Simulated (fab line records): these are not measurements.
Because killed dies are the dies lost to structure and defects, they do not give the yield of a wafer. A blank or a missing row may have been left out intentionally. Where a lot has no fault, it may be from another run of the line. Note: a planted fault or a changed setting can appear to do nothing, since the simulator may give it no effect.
The tool behind it: which one? | flow nand_harc | 45 wafers from 15 lots sampled at 5 of the route's 1302 steps

WHAT THE GAUGES READ, wafer by wafer
NHARC_THIN_TSV_CD_MEAS_37.
lot  | measured     | on        | cd_nm (nm)
L263 | day 23 18:58 | cd_sem-03 | 5002 4999 5000
L264 | day 24 14:12 | cd_sem-01 | 4999 4998 5004
L267 | day 26 16:32 | cd_sem-02 | 4994 4994 4998
L268 | day 26 15:06 | cd_sem-01 | 4992 5001 4995
L269 | day 27 02:21 | cd_sem-03 | 4995 4997 4999
L270 | day 26 23:16 | cd_sem-01 | 5001 4995 4992
L271 | day 26 22:10 | cd_sem-03 | 5002 4996 5001
L272 | day 28 10:37 | cd_sem-03 | 4996 4987 4996
L273 | day 28 09:51 | cd_sem-01 | 5004 5002 4997
L278 | day 30 01:39 | cd_sem-02 | 5004 5003 5001
L277 | day 30 00:15 | cd_sem-02 | 5003 5003 5001
L281 | day 31 06:37 | cd_sem-03 | 5001 5004 5005

NHARC_END_SORT_01.
lot  | measured     | on        | killed_at_array | killed_at_other | killed_at_periphery | killed_dies | killed_open | killed_short
L282 | day 32 01:34 | prober-02 | 89 72 82        | 1 0 0           | 587 605 595         | 677 677 677 | 5 0 5       | 8 4 6
L283 | day 32 08:37 | prober-01 | 60 28 32        | 0 1 0           | 617 648 645         | 677 677 677 | 4 1 2       | 1 2 1
L284 | day 33 10:50 | prober-02 | 31 40 35        | 2 2 4           | 644 635 638         | 677 677 677 | 5 4 4       | 2 0 3

EACH LOT AND THE TOOL THAT RAN IT (in order: tool; ch and the chambers of the sampled wafers; start)
lot  | NHARC_P_GATE_DEVELOP_45           | NHARC_THIN_TSV_CMP_01         | NHARC_THIN_TSV_PVD_51
L263 | litho_track-07 ch 0, day 5 17:00  | cmp-01 ch 0,2,3, day 23 10:19 | pvd_sputter-03, day 23 18:58 or earlier
L264 | litho_track-07 ch 0, day 5 20:00  | cmp-01 ch 1,2,3, day 24 05:34 | pvd_sputter-01, day 24 14:12 or earlier
L267 | litho_track-07 ch 0, day 7 07:00  | cmp-04 ch 1,2, day 26 07:44   | pvd_sputter-03, day 26 16:32 or earlier
L268 | litho_track-03 ch 0, day 7 12:00  | cmp-04 ch 1,2,3, day 26 06:33 | pvd_sputter-03, day 26 15:06 or earlier
L269 | litho_track-07 ch 0, day 8 05:00  | cmp-01 ch 0,2,3, day 26 17:32 | pvd_sputter-02, day 27 02:21 or earlier
L270 | litho_track-03 ch 0, day 8 15:00  | cmp-01 ch 0,1,2, day 26 14:29 | pvd_sputter-01, day 26 23:16 or earlier
L271 | litho_track-07 ch 0, day 8 20:00  | cmp-04 ch 1,2,3, day 26 13:16 | pvd_sputter-01, day 26 22:10 or earlier
L272 | litho_track-03 ch 0, day 9 15:00  | cmp-04 ch 0,1,3, day 27 20:44 | pvd_sputter-01, day 28 10:37 or earlier
L273 | litho_track-03 ch 0, day 9 19:00  | cmp-01 ch 0,2,3, day 27 15:44 | pvd_sputter-02, day 28 09:51 or earlier
L278 | litho_track-03 ch 0, day 11 16:00 | cmp-01 ch 0,1, day 29 16:51   | pvd_sputter-03, day 30 01:39 or earlier
L277 | litho_track-07 ch 0, day 11 19:00 | cmp-02 ch 0,2,3, day 29 15:44 | pvd_sputter-02, day 30 00:15 or earlier
L281 | litho_track-07 ch 0, day 13 00:00 | cmp-01 ch 1,2,3, day 30 21:58 | pvd_sputter-03, day 31 06:37 or earlier
L282 | litho_track-07 ch 0, day 13 10:00 | -                             | -
L283 | litho_track-07 ch 0, day 14 02:00 | -                             | -
L284 | litho_track-07 ch 0, day 14 06:00 | -                             | -
- NHARC_P_GATE_DEVELOP_45: time 70 s.
- NHARC_THIN_TSV_CMP_01: polishes.
- NHARC_THIN_TSV_PVD_51: deposits Cu, target thk 100 nm.

WHAT THE TOOLS THEMSELVES READ (means of the sampled wafers that have a number; where no wafer has one, the mark that the record gives instead)
NHARC_P_GATE_DEVELOP_45.
lot  | tool           | chill_plate_temp_C (C)
L263 | litho_track-07 | 23.04
L264 | litho_track-07 | 23.02
L267 | litho_track-07 | 23.05
L268 | litho_track-03 | 22.99
L269 | litho_track-07 | 23.10
L270 | litho_track-03 | 23.07
L271 | litho_track-07 | 22.96
L272 | litho_track-03 | 23.09
L273 | litho_track-03 | 22.96
L278 | litho_track-03 | 22.94
L277 | litho_track-07 | 22.89
L281 | litho_track-07 | 22.82
L282 | litho_track-07 | 22.90
L283 | litho_track-07 | 23.00
L284 | litho_track-07 | 23.01

NHARC_THIN_TSV_CMP_01.
lot  | tool   | motor_current_A (A)
L263 | cmp-01 | 12.0
L264 | cmp-01 | 11.5
L267 | cmp-04 | 10.1
L268 | cmp-04 | 10.5
L269 | cmp-01 | 11.8
L270 | cmp-01 | 12.4
L271 | cmp-04 | 10.6
L272 | cmp-04 | 11.2
L273 | cmp-01 | 12.3
L278 | cmp-01 | 12.5
L277 | cmp-02 | 11.5
L281 | cmp-01 | 12.1

NHARC_THIN_TSV_PVD_51.
lot  | tool           | throttle_valve_pct (%)
L263 | pvd_sputter-03 | 29.8
L264 | pvd_sputter-01 | 30.3
L267 | pvd_sputter-03 | 29.6
L268 | pvd_sputter-03 | 30.2
L269 | pvd_sputter-02 | 31.0
L270 | pvd_sputter-01 | 30.4
L271 | pvd_sputter-01 | 30.7
L272 | pvd_sputter-01 | 30.8
L273 | pvd_sputter-02 | 30.6
L278 | pvd_sputter-03 | 30.1
L277 | pvd_sputter-02 | 31.0
L281 | pvd_sputter-03 | 29.6

THE ANSWER, worked out from the rows above alone
Rule: the lots themselves supply what counts as usual. Put in order of their means at a reading, lots are off if they are a third of the lots or fewer, leave a main group of 4 or more, and stand apart from it by a gap of 3 or more times the standard deviation of the main group's means; of several such gaps the widest counts. The tables above print the reading to a certain number of digits; a main group whose means all agree to those digits is not used. A lot without any number at a reading at which 4 lots or more have one is off too. Where the step has rows for the other lots, those lots are counted as sound. First the gauges in route order, then the tools' own readings, where a lot's mean is used as printed above. At the first step where some lot is off, the reading lying furthest off is the one used; lots without a number count as furthest.
Nothing can be told from this: no lot is off at any reading shown.

WHAT THE SIMULATOR HAD PUT IN
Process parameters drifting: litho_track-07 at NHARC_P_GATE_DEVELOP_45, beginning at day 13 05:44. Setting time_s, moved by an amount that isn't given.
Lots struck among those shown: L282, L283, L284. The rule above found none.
